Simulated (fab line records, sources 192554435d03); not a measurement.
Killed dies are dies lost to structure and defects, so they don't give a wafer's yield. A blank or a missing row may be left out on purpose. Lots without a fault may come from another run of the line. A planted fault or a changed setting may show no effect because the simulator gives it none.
fab line records | flow n5_finfet
record lots=23 wafers=69 last_day=17
route steps=1938 shown BEOL_M5@1191 BEOL_M6@1210
lots that met no fault: from a run of the same line without faults
start_h: hours from the record's first day to the start of the lot's first wafer shown | wait_h: hours since the lot's step before | " the same as in the row above | L1.1+2: a row that stands for several wafers | - no value, or no start given | * or withheld: withheld | < > ~ a bound
route shown NAME@n: a module of which the file shows steps, and the number in the route of the first | usual: mean/standard deviation of fault-free wafers | same: alike in all rows | chamber/n: place in a boat | sites: the reading at each site | _std_site: their standard deviation | _edge_site: outer sites' mean less inner sites' | radius_mm: how far each site lies from the wafer's centre | mask NAME#n: copy n | behind: the tool/chamber that last shaped the wafer | hold: why the lot was held/for how many hours/how that ended | device: the transistor (n, p or np) that didn't switch | end of line: the same wafers' tests at the end of the route | a step without rows: its recipe alone | killed: dies lost to structure and defects at the first sort, not the wafer's yield | map: a wafer's dies, x killed, . not, _ none there
set.NAME: the setting as run; set.NAME@STEP: as run at that earlier step | model.NAME: the simulator's own value behind a step, which no gauge read
steps of the route over a sample of lots; a table a step, a row a wafer
services: from which hour (start_h, from the record's first day; less than 0 if before it) a tool's chamber was out of use, for how many hours, and why
## steps
# step N5_BEOL_M5_DEP_56
# recipe material=SiCN target_thk_a=80 temp_c=withheld precursor=3MS/NH3 pressure_torr=3 rf_w=202 time_s=14
# usual chamber_pressure_Torr=2.999/0.0066 showerhead_plenum_p_Torr=3.662/0.0094 throttle_valve_pct=9.3/0.76
# same time_s=14
# columns lot.wafer tool chamber start_h wait_h chamber_pressure_Torr showerhead_plenum_p_Torr throttle_valve_pct
L074.1 pecvd-01 2 168.98 0.0 2.992 3.649 8.2
L074.4 " 0 " " 2.998 3.659 8.8
L074.6 " 1 " " 3.001 3.655 10.0
L075.1 pecvd-01 0 182.73 0.0 2.999 3.662 9.1
L075.2 " 1 " " 2.998 3.660 9.7
L075.4 " 2 " " 3.007 3.658 8.1
L078.1 pecvd-04 1 190.73 0.0 2.999 3.664 10.3
L078.3 " 2 " " 3.006 3.676 8.9
L078.5 " 1 " " 3.008 3.661 10.9
L077.2 pecvd-01 1 194.54 0.0 2.995 3.661 9.9
L077.3 " 2 " " 3.002 3.659 8.2
L077.4 " 0 " " 3.006 3.663 9.0
L076.1 pecvd-01 2 195.31 0.0 3.005 3.645 8.2
L076.3 " 0 " " 2.999 3.661 8.9
L076.5 " 1 " " 2.990 3.651 9.7
L079.1 pecvd-04 1 198.76 0.0 2.987 3.663 10.6
L079.2 " 2 " " 3.005 3.669 8.8
L079.4 " 0 " " 3.005 3.663 9.2
L080.2 pecvd-04 1 210.04 0.0 3.008 3.657 10.3
L080.4 " 1 " " 3.003 3.664 10.8
L080.5 " 0 " " 3.002 3.661 9.0
L081.1 pecvd-01 0 219.73 0.0 2.994 3.654 9.2
L081.5 " 0 " " 2.999 3.674 9.7
L081.6 " 1 " " 3.002 3.659 9.6
L083.2 pecvd-04 1 222.95 0.0 3.000 3.661 10.5
L083.4 " 1 " " 2.995 3.674 10.3
L083.6 " 0 " " 2.996 3.664 9.0
L082.1 pecvd-01 1 224.67 0.0 3.000 3.656 9.8
L082.4 " 1 " " 3.005 3.654 9.8
L082.6 " 0 " " 3.002 3.662 9.0
L084.1 pecvd-01 0 227.78 0.0 3.007 3.655 9.0
L084.2 " 1 " " 3.003 3.647 10.0
L084.3 " 0 " " 2.997 3.652 9.0
L086.3 pecvd-04 1 253.29 0.0 2.993 3.670 10.5
L086.4 " 0 " " 2.999 3.659 9.1
L086.6 " 1 " " 3.000 3.672 10.4
L087.1 pecvd-01 0 254.92 0.0 3.003 3.658 9.2
L087.2 " 2 " " 3.000 3.663 8.3
L087.5 " 1 " " 3.003 3.659 10.3
L088.3 pecvd-03 1 257.69 0.0 3.002 3.675 9.5
L088.4 " 2 " " 2.998 3.664 8.7
L088.6 " 0 " " 2.992 3.688 9.9
L089.1 pecvd-01 1 261.65 0.0 2.993 3.654 10.0
L089.3 " 2 " " 2.994 3.657 8.3
L089.4 " 1 " " 3.002 3.655 9.7
L090.2 pecvd-04 1 274.54 0.0 2.999 3.663 10.6
L090.5 " 1 " " 2.992 3.665 10.6
L090.6 " 0 " " 2.996 3.655 9.1
L092.1 pecvd-03 1 281.55 0.0 3.003 3.669 9.3
L092.2 " 2 " " 3.003 3.669 9.0
L092.5 " 0 " " 2.995 3.685 9.7
L091.1 pecvd-03 2 282.51 0.0 3.010 3.669 8.9
L091.4 " 0 " " 3.002 3.684 9.6
L091.5 " 1 " " 2.995 3.670 9.7
L093.1 pecvd-01 2 290.81 0.0 2.991 3.658 8.1
L093.3 " 1 " " 2.990 3.651 9.9
L093.4 " 2 " " 2.994 3.655 8.0
L095.1 pecvd-04 1 302.21 0.0 3.000 3.657 10.2
L095.2 " 0 " " 2.989 3.663 9.0
L095.3 " 2 " " 3.001 3.660 8.2
L094.2 pecvd-03 1 309.54 0.0 2.991 3.672 9.7
L094.3 " 2 " " 3.004 3.679 8.8
L094.6 " 0 " " 2.998 3.693 9.8
L096.1 pecvd-04 0 311.79 0.0 3.008 3.663 9.1
L096.4 " 1 " " 2.983 3.664 10.6
L096.5 " 0 " " 3.004 3.652 9.7
L097.2 pecvd-01 1 328.17 0.0 2.998 3.653 10.0
L097.4 " 1 " " 2.996 3.659 10.0
L097.5 " 0 " " 3.002 3.654 9.1
# step N5_BEOL_M6_DESCUM_16
# recipe chemistry=O2 time_s=7.9 source_power_w=50 bias_power_w=20 pressure_mtorr=20 rf_frequency_hz=2.712e+07 temp_c=40 resist=CAR-ArF o2_flow_sccm=225
# usual drypump_motor_current_A=5.7/0.47 oes_product_au=0.82/0.077 rf_vpp_V=243.1/1.4 showerhead_plenum_p_Torr=2.08/0.076 throttle_valve_pct=20.41/0.26
# same time_s=7.9
# columns lot.wafer tool chamber start_h wait_h drypump_motor_current_A oes_product_au rf_hours_counter_h rf_vpp_V showerhead_plenum_p_Torr throttle_valve_pct
L074.1 rie_diel-06 0 170.81 0.0 5.7 0.86 56 245.1 2.23 20.23
L074.4 " 1 " " 6.2 0.94 15 243.6 2.05 20.12
L074.6 " 3 " " 5.6 0.81 - 242.4 2.02 20.46
L075.1 rie_diel-02 0 184.81 0.0 5.5 0.88 40 244.3 2.23 20.39
L075.2 " 1 " " 6.3 0.77 151 241.4 2.02 20.31
L075.4 " 2 " " 5.8 0.90 24 243.3 2.14 20.30
L078.1 rie_diel-01 2 193.11 0.0 6.2 0.95 11 245.5 2.13 20.23
L078.3 " 3 " " 5.4 0.88 37 242.6 2.03 20.20
L078.5 " 0 " " 4.7 0.72 - 242.4 2.05 20.19
L077.2 rie_diel-01 0 198.17 0.0 4.7 0.72 209 242.3 2.05 20.17
L077.3 " 3 " " 5.4 0.88 39 243.5 2.03 20.19
L077.4 " 1 " " 5.0 0.71 184 241.5 2.02 21.08
L076.1 rie_diel-06 2 198.27 0.0 5.6 0.70 217 244.6 2.16 20.90
L076.3 " 3 " " 5.6 0.81 98 242.5 2.01 20.48
L076.5 " 3 " " 5.6 0.81 - 241.3 2.01 20.49
L079.1 rie_diel-01 2 202.01 0.6 6.2 0.94 14 244.8 2.13 20.24
L079.2 " 3 " " 5.4 0.87 41 243.6 2.03 20.19
L079.4 " 1 " " 5.0 0.71 185 241.4 2.02 21.06
L080.2 rie_diel-01 0 211.68 0.0 4.7 0.71 214 242.8 2.05 20.22
L080.4 " 2 " " 6.2 0.92 17 245.0 2.13 20.22
L080.5 " 1 " " 5.0 0.70 - 240.4 2.02 21.07
L081.1 rie_diel-02 0 221.74 0.0 5.5 0.87 53 244.3 2.23 20.42
L081.5 " 2 " " 5.8 0.87 - 243.8 2.13 20.30
L081.6 " 3 " " 6.1 0.94 - 241.6 2.04 20.30
L083.2 rie_diel-02 1 224.41 0.1 6.3 0.76 165 242.6 2.02 20.35
L083.4 " 3 " " 6.1 0.93 20 242.4 2.04 20.33
L083.6 " 3 " " 6.1 0.93 - 241.8 2.04 20.32
L082.1 rie_diel-02 0 228.85 1.4 5.5 0.86 57 245.8 2.23 20.40
L082.4 " 2 " " 5.8 0.87 40 242.3 2.13 20.33
L082.6 " 1 " " 6.3 0.76 - 242.2 2.02 20.33
L084.1 rie_diel-01 0 231.23 2.0 4.7 0.72 222 243.4 2.05 20.21
L084.2 " 2 " " 6.2 0.91 25 245.1 2.13 20.23
L084.3 " 1 " " 5.0 0.70 197 241.6 2.02 21.11
L086.3 rie_diel-02 3 256.47 0.0 6.1 0.91 35 242.9 2.03 20.33
L086.4 " 0 " " 5.5 0.84 69 242.6 2.22 20.45
L086.6 " 1 " " 6.3 0.75 - 242.4 2.02 20.33
L087.1 rie_diel-06 1 256.70 0.0 6.3 0.89 40 241.8 2.04 20.17
L087.2 " 0 " " 5.7 0.82 81 245.2 2.22 20.28
L087.5 " 3 " " 5.6 0.80 - 242.6 2.01 20.50
L088.3 rie_diel-06 3 260.86 0.0 5.6 0.79 116 242.4 2.01 20.51
L088.4 " 0 " " 5.7 0.82 83 245.9 2.22 20.28
L088.6 " 1 " " 6.3 0.88 - 242.9 2.04 20.16
L089.1 rie_diel-02 3 263.24 0.1 6.1 0.90 38 242.3 2.03 20.35
L089.3 " 1 " " 6.3 0.75 182 242.1 2.01 20.36
L089.4 " 0 " " 5.5 0.84 72 244.4 2.22 20.45
L090.2 rie_diel-02 2 276.36 0.1 5.8 0.84 58 244.1 2.13 20.35
L090.5 " 2 " " 5.8 0.84 - 244.4 2.13 20.36
L090.6 " 3 " " 6.1 0.89 - 243.4 2.03 20.35
L092.1 rie_diel-01 3 285.11 0.0 5.4 0.84 65 242.4 2.02 20.23
L092.2 " 1 " " 5.0 0.70 218 240.5 2.01 21.14
L092.5 " 3 " " 5.4 0.84 - 242.2 2.02 20.24
L091.1 rie_diel-02 2 285.77 0.4 5.8 0.84 62 243.9 2.12 20.35
L091.4 " 0 " " 5.5 0.82 80 246.5 2.22 20.46
L091.5 " 0 " " 5.5 0.83 - 246.2 2.22 20.44
L093.1 rie_diel-01 0 293.77 0.0 4.7 0.70 246 243.3 2.04 20.25
L093.3 " 2 " " 6.2 0.86 50 244.6 2.12 20.27
L093.4 " 1 " " 5.0 0.70 221 241.7 2.01 21.13
L095.1 rie_diel-01 3 304.08 0.0 5.4 0.84 71 240.5 2.02 20.25
L095.2 " 1 " " 5.0 0.69 225 240.1 2.01 21.14
L095.3 " 0 " " 4.7 0.69 250 241.7 2.04 20.27
L094.2 rie_diel-06 1 310.95 0.0 6.2 0.86 57 243.2 2.04 20.17
L094.3 " 0 " " 5.7 0.80 99 244.9 2.21 20.31
L094.6 " 3 " " 5.6 0.77 - 242.2 2.00 20.53
L096.1 rie_diel-02 3 313.23 0.1 6.1 0.87 53 243.0 2.02 20.36
L096.4 " 1 " " 6.3 0.74 200 241.0 2.01 20.37
L096.5 " 3 " " 6.2 0.87 - 240.4 2.02 20.35
L097.2 rie_diel-02 0 330.16 0.0 5.5 0.82 91 244.6 2.21 20.46
L097.4 " 2 " " 5.8 0.81 75 242.9 2.12 20.36
L097.5 " 3 " " 6.1 0.86 - 242.8 2.02 20.40
# step N5_BEOL_M6_ETCH_62
# recipe chemistry=N2/H2 target=SOC target_depth_a=1100 overetch_a=220 mask_material=SiARC temp_c=40 time_s=165 ion_energy_ev=200 pressure_mtorr=30 source_w=840 bias_w=150 n2_flow_sccm=200 h2_flow_sccm=200
# usual drypump_motor_current_A=5.7/0.48 oes_product_au=0.69/0.062 rf_vpp_V=523.6/2.7 showerhead_plenum_p_Torr=2.53/0.093 throttle_valve_pct=17.82/0.26
# same time_s=165
# columns lot.wafer tool chamber start_h wait_h drypump_motor_current_A oes_product_au rf_hours_counter_h rf_vpp_V showerhead_plenum_p_Torr throttle_valve_pct
L074.1 rie_diel-06 0 170.90 0.0 5.7 0.72 56 527.6 2.69 17.56
L074.4 " 1 " " 6.3 0.79 15 522.7 2.49 17.42
L074.6 " 3 " " 5.6 0.68 - 521.8 2.47 17.90
L075.1 rie_diel-02 0 184.90 0.0 5.5 0.75 40 528.9 2.70 17.79
L075.2 " 1 " " 6.3 0.66 152 520.6 2.45 17.64
L075.4 " 2 " " 5.8 0.75 24 525.7 2.61 17.77
L078.1 rie_diel-01 2 193.20 0.0 6.2 0.79 11 527.0 2.59 17.63
L078.3 " 3 " " 5.4 0.75 37 524.1 2.46 17.62
L078.5 " 0 " " 4.7 0.61 - 522.8 2.53 17.79
L077.2 rie_diel-01 0 198.26 0.0 4.7 0.62 209 522.5 2.53 17.78
L077.3 " 3 " " 5.4 0.75 39 522.1 2.46 17.60
L077.4 " 1 " " 5.0 0.61 184 519.6 2.44 18.42
L076.1 rie_diel-06 2 198.36 0.0 5.6 0.60 217 526.1 2.62 18.37
L076.3 " 3 " " 5.6 0.67 98 520.0 2.46 17.92
L076.5 " 3 " " 5.5 0.67 - 521.4 2.46 17.94
L079.1 rie_diel-01 2 202.10 0.0 6.2 0.79 14 525.3 2.59 17.64
L079.2 " 3 " " 5.4 0.74 41 521.2 2.46 17.61
L079.4 " 1 " " 5.0 0.61 185 521.1 2.44 18.41
L080.2 rie_diel-01 0 211.77 0.0 4.7 0.61 214 523.7 2.53 17.80
L080.4 " 2 " " 6.2 0.78 17 526.2 2.59 17.64
L080.5 " 1 " " 5.0 0.62 - 520.7 2.44 18.42
L081.1 rie_diel-02 0 221.83 0.0 5.5 0.74 53 526.9 2.70 17.81
L081.5 " 2 " " 5.8 0.74 - 524.7 2.61 17.77
L081.6 " 3 " " 6.1 0.78 - 523.0 2.47 17.63
L083.2 rie_diel-02 1 224.51 0.0 6.4 0.64 165 519.4 2.44 17.66
L083.4 " 3 " " 6.1 0.79 20 521.8 2.47 17.64
L083.6 " 3 " " 6.1 0.77 - 523.1 2.47 17.62
L082.1 rie_diel-02 0 228.94 0.0 5.5 0.73 57 527.9 2.70 17.83
L082.4 " 2 " " 5.8 0.73 40 525.3 2.61 17.77
L082.6 " 1 " " 6.3 0.65 - 520.8 2.44 17.66
L084.1 rie_diel-01 0 231.32 0.0 4.7 0.61 222 522.2 2.52 17.82
L084.2 " 2 " " 6.2 0.78 25 525.4 2.59 17.64
L084.3 " 1 " " 5.0 0.60 197 522.1 2.44 18.44
L086.3 rie_diel-02 3 256.57 0.0 6.1 0.77 35 521.9 2.47 17.65
L086.4 " 0 " " 5.5 0.71 69 527.5 2.69 17.84
L086.6 " 1 " " 6.4 0.64 - 519.5 2.44 17.67
L087.1 rie_diel-06 1 256.79 0.0 6.3 0.74 40 522.1 2.48 17.44
L087.2 " 0 " " 5.7 0.69 81 528.9 2.68 17.59
L087.5 " 3 " " 5.6 0.66 - 522.3 2.46 17.96
L088.3 rie_diel-06 3 260.95 0.0 5.6 0.66 116 520.1 2.46 17.96
L088.4 " 0 " " 5.7 0.68 83 526.3 2.68 17.61
L088.6 " 1 " " 6.3 0.74 - 523.6 2.47 17.46
L089.1 rie_diel-02 3 263.33 0.0 6.1 0.75 38 521.6 2.47 17.67
L089.3 " 1 " " 6.4 0.64 182 520.0 2.43 17.68
L089.4 " 0 " " 5.5 0.71 72 528.8 2.69 17.86
L090.2 rie_diel-02 2 276.45 0.0 5.8 0.70 58 524.4 2.60 17.82
L090.5 " 2 " " 5.8 0.71 - 524.9 2.60 17.83
L090.6 " 3 " " 6.1 0.74 - 522.0 2.46 17.68
L092.1 rie_diel-01 3 285.20 0.0 5.4 0.72 65 520.2 2.45 17.66
L092.2 " 1 " " 5.0 0.59 218 520.2 2.43 18.48
L092.5 " 3 " " 5.4 0.71 - 520.8 2.45 17.66
L091.1 rie_diel-02 2 285.86 0.0 5.8 0.70 62 526.2 2.60 17.81
L091.4 " 0 " " 5.6 0.70 80 527.1 2.69 17.87
L091.5 " 0 " " 5.5 0.70 - 527.1 2.69 17.86
L093.1 rie_diel-01 0 293.86 0.0 4.7 0.60 246 523.9 2.51 17.85
L093.3 " 2 " " 6.2 0.73 50 525.7 2.58 17.70
L093.4 " 1 " " 5.0 0.59 221 521.3 2.43 18.48
L095.1 rie_diel-01 3 304.17 0.0 5.4 0.71 71 522.5 2.45 17.68
L095.2 " 1 " " 5.0 0.60 225 520.6 2.42 18.50
L095.3 " 0 " " 4.7 0.60 250 522.3 2.51 17.85
L094.2 rie_diel-06 1 311.05 0.0 6.3 0.72 57 521.0 2.47 17.48
L094.3 " 0 " " 5.7 0.67 99 527.4 2.67 17.63
L094.6 " 3 " " 5.6 0.64 - 520.7 2.45 17.98
L096.1 rie_diel-02 3 313.32 0.0 6.1 0.74 53 522.2 2.46 17.69
L096.4 " 1 " " 6.4 0.62 200 520.1 2.43 17.70
L096.5 " 3 " " 6.1 0.73 - 521.6 2.46 17.69
L097.2 rie_diel-02 0 330.25 0.0 5.6 0.69 91 527.1 2.68 17.90
L097.4 " 2 " " 5.8 0.69 75 525.3 2.59 17.85
L097.5 " 3 " " 6.1 0.73 - 522.6 2.46 17.69
# step N5_BEOL_M6_INSPECT_30
# recipe mode=adi inspect_instrument=brightfield
# usual raw_defect_count=396/110
# columns lot.wafer tool chamber start_h wait_h raw_defect_count
L074.1 defect_inspect-02 - 172.06 0.1 510
L074.4 " - " " 456
L074.6 " - " " 508
L075.1 defect_inspect-01 - 187.50 0.1 435
L075.2 " - " " 289
L075.4 " - " " 296
L078.1 defect_inspect-01 - 194.13 0.1 568
L078.3 " - " " 258
L078.5 " - " " 333
L077.2 defect_inspect-01 - 200.44 0.0 437
L077.3 " - " " 250
L077.4 " - " " 408
L076.1 defect_inspect-01 - 200.48 0.1 685
L076.3 " - " " 571
L076.5 " - " " 500
L079.1 defect_inspect-01 - 202.88 0.1 351
L079.2 " - " " 320
L079.4 " - " " 278
L080.2 defect_inspect-02 - 213.35 0.0 349
L080.4 " - " " 402
L080.5 " - " " 504
L081.1 defect_inspect-01 - 222.82 0.1 445
L081.5 " - " " 598
L081.6 " - " " 383
L083.2 defect_inspect-02 - 226.25 0.0 407
L083.4 " - " " 434
L083.6 " - " " 381
L082.1 defect_inspect-01 - 229.75 0.1 591
L082.4 " - " " 381
L082.6 " - " " 406
L084.1 defect_inspect-02 - 232.42 0.1 442
L084.2 " - " " 614
L084.3 " - " " 722
L086.3 defect_inspect-01 - 259.90 0.0 396
L086.4 " - " " 517
L086.6 " - " " 389
L087.1 defect_inspect-02 - 260.07 0.1 394
L087.2 " - " " 283
L087.5 " - " " 349
L088.3 defect_inspect-02 - 261.85 0.0 370
L088.4 " - " " 295
L088.6 " - " " 330
L089.1 defect_inspect-01 - 264.21 0.1 215
L089.3 " - " " 368
L089.4 " - " " 287
L090.2 defect_inspect-01 - 279.71 0.0 333
L090.5 " - " " 365
L090.6 " - " " 337
L092.1 defect_inspect-01 - 286.46 0.1 361
L092.2 " - " " 518
L092.5 " - " " 531
L091.1 defect_inspect-01 - 286.71 0.1 302
L091.4 " - " " 287
L091.5 " - " " 288
L093.1 defect_inspect-01 - 295.05 0.1 628
L093.3 " - " " 367
L093.4 " - " " 360
L095.1 defect_inspect-01 - 309.93 0.1 209
L095.2 " - " " 270
L095.3 " - " " 206
L094.2 defect_inspect-01 - 314.48 0.0 295
L094.3 " - " " 437
L094.6 " - " " 377
L096.1 defect_inspect-01 - 314.52 0.1 349
L096.4 " - " " 398
L096.5 " - " " 387
L097.2 defect_inspect-02 - 331.62 0.0 265
L097.4 " - " " 383
L097.5 " - " " 343
# step N5_BEOL_M6_VIA_ETCH_34
# recipe chemistry=C4F6/O2 target=SiCOH_lowk target_depth_a=1263 mask_material=SOC taper_deg=4 time_s=50.9 ion_energy_ev=250 pressure_mtorr=30 source_w=345 bias_w=185 Ar_flow_sccm=300 C4F6_flow_sccm=10 O2_flow_sccm=10
# usual drypump_motor_current_A=5.6/0.49 oes_product_au=0.81/0.078 rf_vpp_V=661/13 showerhead_plenum_p_Torr=2.84/0.099 throttle_valve_pct=20.94/0.25
# same time_s=50.9
# columns lot.wafer tool chamber start_h wait_h drypump_motor_current_A oes_product_au rf_hours_counter_h rf_vpp_V showerhead_plenum_p_Torr throttle_valve_pct
L074.1 rie_diel-06 3 172.50 0.0 5.6 0.82 89 652 2.76 21.03
L074.4 " 0 " " 5.7 0.87 57 660 3.02 20.78
L074.6 " 2 " " 5.6 0.71 - 641 2.93 21.34
L075.1 rie_diel-01 0 187.71 0.0 4.7 0.72 206 655 2.80 20.64
L075.2 " 2 " " 6.2 0.94 9 662 2.92 20.79
L075.4 " 3 " " 5.4 0.88 36 684 2.78 20.75
L078.1 rie_diel-06 0 194.35 0.0 5.7 0.85 65 661 3.02 20.78
L078.3 " 3 " " 5.6 0.81 97 651 2.76 21.02
L078.5 " 1 " " 6.3 0.93 - 668 2.78 20.60
L077.2 rie_diel-01 2 200.74 0.0 6.2 0.92 13 662 2.92 20.81
L077.3 " 1 " " 5.0 0.71 184 668 2.73 21.40
L077.4 " 3 " " 5.4 0.89 40 684 2.78 20.74
L076.1 rie_diel-01 0 201.27 0.0 4.7 0.71 210 656 2.79 20.67
L076.3 " 1 " " 5.0 0.72 185 668 2.73 21.39
L076.5 " 3 " " 5.4 0.87 - 683 2.78 20.75
L079.1 rie_diel-02 0 203.10 0.0 5.5 0.89 47 650 3.04 20.96
L079.2 " 1 " " 6.3 0.76 158 646 2.76 20.82
L079.4 " 2 " " 5.8 0.89 31 683 2.91 20.83
L080.2 rie_diel-06 0 213.56 0.0 5.7 0.83 72 662 3.02 20.78
L080.4 " 2 " " 5.5 0.70 223 640 2.93 21.38
L080.5 " 1 " " 6.3 0.91 - 667 2.78 20.61
L081.1 rie_diel-01 0 223.61 0.0 4.7 0.72 219 655 2.79 20.66
L081.5 " 3 " " 5.4 0.87 - 683 2.78 20.76
L081.6 " 0 " " 4.7 0.71 - 654 2.79 20.67
L083.2 rie_diel-01 0 227.16 0.0 4.7 0.71 220 655 2.79 20.67
L083.4 " 2 " " 6.2 0.91 23 663 2.91 20.81
L083.6 " 2 " " 6.2 0.90 - 661 2.91 20.82
L082.1 rie_diel-06 1 231.74 0.0 6.2 0.92 32 668 2.78 20.60
L082.4 " 2 " " 5.5 0.70 224 640 2.93 21.36
L082.6 " 3 " " 5.6 0.80 - 653 2.76 21.05
L084.1 rie_diel-02 3 233.90 0.0 6.1 0.92 25 654 2.79 20.87
L084.2 " 1 " " 6.3 0.75 170 645 2.76 20.85
L084.3 " 2 " " 5.8 0.86 43 682 2.91 20.85
L086.3 rie_diel-06 2 260.11 0.0 5.6 0.69 234 641 2.92 21.40
L086.4 " 3 " " 5.6 0.80 116 653 2.75 21.05
L086.6 " 2 " " 5.6 0.69 - 641 2.92 21.39
L087.1 rie_diel-02 3 260.28 0.0 6.1 0.89 36 653 2.78 20.88
L087.2 " 2 " " 5.8 0.85 52 683 2.90 20.87
L087.5 " 2 " " 5.8 0.84 - 682 2.90 20.87
L088.3 rie_diel-02 3 262.21 0.0 6.1 0.89 37 652 2.78 20.88
L088.4 " 0 " " 5.5 0.84 71 648 3.03 20.99
L088.6 " 1 " " 6.3 0.73 - 646 2.75 20.86
L089.1 rie_diel-02 0 264.42 0.0 5.5 0.84 73 648 3.03 21.00
L089.3 " 2 " " 5.7 0.85 54 682 2.90 20.84
L089.4 " 3 " " 6.1 0.89 38 652 2.78 20.89
L090.2 rie_diel-06 2 279.93 0.0 5.5 0.69 240 640 2.92 21.38
L090.5 " 3 " " 5.6 0.79 - 651 2.75 21.06
L090.6 " 0 " " 5.7 0.82 - 658 3.01 20.82
L092.1 rie_diel-01 0 286.72 0.0 4.7 0.70 244 656 2.78 20.71
L092.2 " 3 " " 5.4 0.85 66 684 2.77 20.78
L092.5 " 1 " " 5.0 0.70 - 667 2.71 21.44
L091.1 rie_diel-01 3 287.12 0.0 5.4 0.84 66 682 2.77 20.80
L091.4 " 0 " " 4.7 0.69 244 655 2.78 20.71
L091.5 " 2 " " 6.2 0.85 - 660 2.90 20.86
L093.1 rie_diel-02 2 295.47 0.0 5.8 0.84 66 681 2.90 20.88
L093.3 " 3 " " 6.1 0.87 49 653 2.78 20.90
L093.4 " 0 " " 5.5 0.83 83 649 3.03 21.00
L095.1 rie_diel-06 0 310.14 0.0 5.7 0.81 99 660 3.00 20.82
L095.2 " 3 " " 5.6 0.78 131 652 2.74 21.07
L095.3 " 1 " " 6.3 0.87 57 668 2.77 20.64
L094.2 rie_diel-01 2 314.69 0.0 6.2 0.85 56 660 2.90 20.86
L094.3 " 3 " " 5.4 0.84 75 683 2.77 20.81
L094.6 " 1 " " 5.0 0.69 - 667 2.71 21.47
L096.1 rie_diel-01 1 315.09 0.0 5.0 0.69 229 668 2.71 21.46
L096.4 " 3 " " 5.4 0.84 - 682 2.77 20.80
L096.5 " 2 " " 6.2 0.85 - 661 2.90 20.87
L097.2 rie_diel-02 0 331.84 0.0 5.5 0.81 92 650 3.02 21.03
L097.4 " 1 " " 6.3 0.73 203 644 2.74 20.88
L097.5 " 2 " " 5.8 0.81 - 682 2.89 20.89
# step N5_BEOL_M6_DEP_56
# recipe material=SiCN target_thk_a=100 temp_c=withheld precursor=3MS/NH3 pressure_torr=3 rf_w=202 time_s=17.5
# usual chamber_pressure_Torr=3.001/0.0058 showerhead_plenum_p_Torr=3.667/0.0099 throttle_valve_pct=9.3/0.63
# same time_s=17.5
# columns lot.wafer tool chamber start_h wait_h chamber_pressure_Torr showerhead_plenum_p_Torr throttle_valve_pct
L074.1 pecvd-04 0 176.84 0.0 3.003 3.659 9.2
L074.4 " 1 " " 2.997 3.661 10.5
L074.6 " 2 " " 3.002 3.674 8.8
L075.1 pecvd-04 0 190.59 0.0 3.001 3.661 8.9
L075.2 " 1 " " 3.002 3.666 10.2
L075.4 " 0 " " 3.000 3.661 9.1
L078.1 pecvd-02 0 199.03 0.0 3.004 3.668 9.5
L078.3 " 2 " " 3.003 3.664 8.7
L078.5 " 1 " " 3.003 3.668 9.7
L077.2 pecvd-03 2 203.57 0.0 2.997 3.663 8.9
L077.3 " 1 " " 3.007 3.666 9.6
L077.4 " 2 " " 2.992 3.673 8.7
L076.1 pecvd-02 2 204.29 0.0 2.999 3.660 8.6
L076.3 " 1 " " 3.005 3.666 9.5
L076.5 " 2 " " 2.992 3.657 9.0
L079.1 pecvd-02 0 206.03 0.0 3.005 3.667 9.5
L079.2 " 2 " " 3.006 3.660 9.0
L079.4 " 0 " " 2.999 3.664 9.6
L080.2 pecvd-02 2 217.88 0.0 3.003 3.663 9.1
L080.4 " 0 " " 2.999 3.663 9.5
L080.5 " 1 " " 2.999 3.669 9.3
L081.1 pecvd-02 2 228.26 0.0 3.000 3.659 8.9
L081.5 " 0 " " 3.000 3.660 9.3
L081.6 " 2 " " 2.994 3.661 8.7
L083.2 pecvd-03 1 229.81 0.0 3.003 3.669 9.5
L083.4 " 0 " " 2.985 3.686 9.7
L083.6 " 2 " " 2.993 3.660 9.0
L082.1 pecvd-03 2 234.56 0.0 3.003 3.672 8.8
L082.4 " 1 " " 3.009 3.670 9.7
L082.6 " 2 " " 3.001 3.675 8.8
L084.1 pecvd-02 1 237.27 0.0 3.003 3.673 9.6
L084.2 " 2 " " 2.996 3.666 8.5
L084.3 " 0 " " 3.010 3.669 9.4
L086.3 pecvd-04 1 263.90 0.0 3.004 3.660 10.2
L086.4 " 2 " " 3.003 3.668 8.2
L086.6 " 0 " " 3.006 3.659 9.2
L087.1 pecvd-03 1 264.03 0.0 2.999 3.670 10.0
L087.2 " 0 " " 3.004 3.688 9.6
L087.5 " 1 " " 2.998 3.673 9.6
L088.3 pecvd-02 1 265.51 0.0 3.004 3.660 9.3
L088.4 " 2 " " 3.008 3.665 8.7
L088.6 " 0 " " 2.999 3.663 9.4
L089.1 pecvd-04 1 266.81 0.0 2.992 3.660 10.4
L089.3 " 0 " " 2.996 3.659 8.8
L089.4 " 1 " " 2.993 3.654 10.3
L090.2 pecvd-04 2 282.65 0.0 3.003 3.664 7.9
L090.5 " 2 " " 2.994 3.663 8.3
L090.6 " 1 " " 3.004 3.664 10.3
L092.1 pecvd-02 1 291.06 0.0 3.001 3.676 9.2
L092.2 " 0 " " 3.000 3.670 9.2
L092.5 " 0 " " 3.004 3.656 9.7
L091.1 pecvd-04 1 291.48 0.0 3.011 3.653 10.6
L091.4 " 1 " " 3.003 3.663 10.2
L091.5 " 0 " " 2.994 3.655 9.0
L093.1 pecvd-03 2 298.18 0.0 3.008 3.669 8.8
L093.3 " 0 " " 2.994 3.690 9.4
L093.4 " 2 " " 2.996 3.675 9.1
L095.1 pecvd-04 1 313.41 0.0 2.998 3.667 10.4
L095.2 " 0 " " 3.004 3.665 9.0
L095.3 " 2 " " 3.007 3.671 8.2
L094.2 pecvd-04 0 316.92 0.0 3.006 3.657 9.1
L094.3 " 1 " " 3.013 3.662 10.4
L094.6 " 0 " " 2.997 3.657 9.2
L096.1 pecvd-03 2 317.38 0.0 3.005 3.673 9.3
L096.4 " 1 " " 3.000 3.675 9.6
L096.5 " 0 " " 3.003 3.689 9.7
L097.2 pecvd-04 2 334.53 0.0 3.006 3.667 8.1
L097.4 " 1 " " 3.001 3.660 10.6
L097.5 " 0 " " 2.995 3.655 9.2
## services
# columns tool chamber start_h hours kind
rie_diel-01 2 147.45 - clean
rie_diel-01 2 147.45 - consumable_replace:focus_ring
rie_diel-01 2 147.45 14.8 scheduled_down
rie_diel-01 2 147.45 14.8 vent_cycle
rie_diel-02 3 148.32 - clean
rie_diel-02 3 148.32 - consumable_replace:focus_ring
rie_diel-01 - 148.96 0.1 repair
rie_diel-02 1 158.46 5.5 repair
pecvd-03 - 196.97 0.5 repair
pecvd-04 2 202.38 - clean
pecvd-04 2 202.38 - consumable_replace:showerhead
pecvd-04 2 202.38 29.0 scheduled_down
rie_diel-06 - 215.62 15.6 pm
rie_diel-02 2 235.45 2.4 repair
rie_diel-01 3 246.14 18.9 repair
pecvd-01 0 275.08 15.7 repair
pecvd-01 0 291.87 11.2 repair
pecvd-04 - 295.33 1.2 repair
rie_diel-01 2 299.37 5.1 repair
rie_diel-01 0 304.44 - clean
rie_diel-01 0 304.44 - consumable_replace:focus_ring
rie_diel-01 0 304.44 18.2 scheduled_down
rie_diel-01 0 304.44 18.2 vent_cycle
rie_diel-01 - 311.59 0.2 repair
## key
fault none
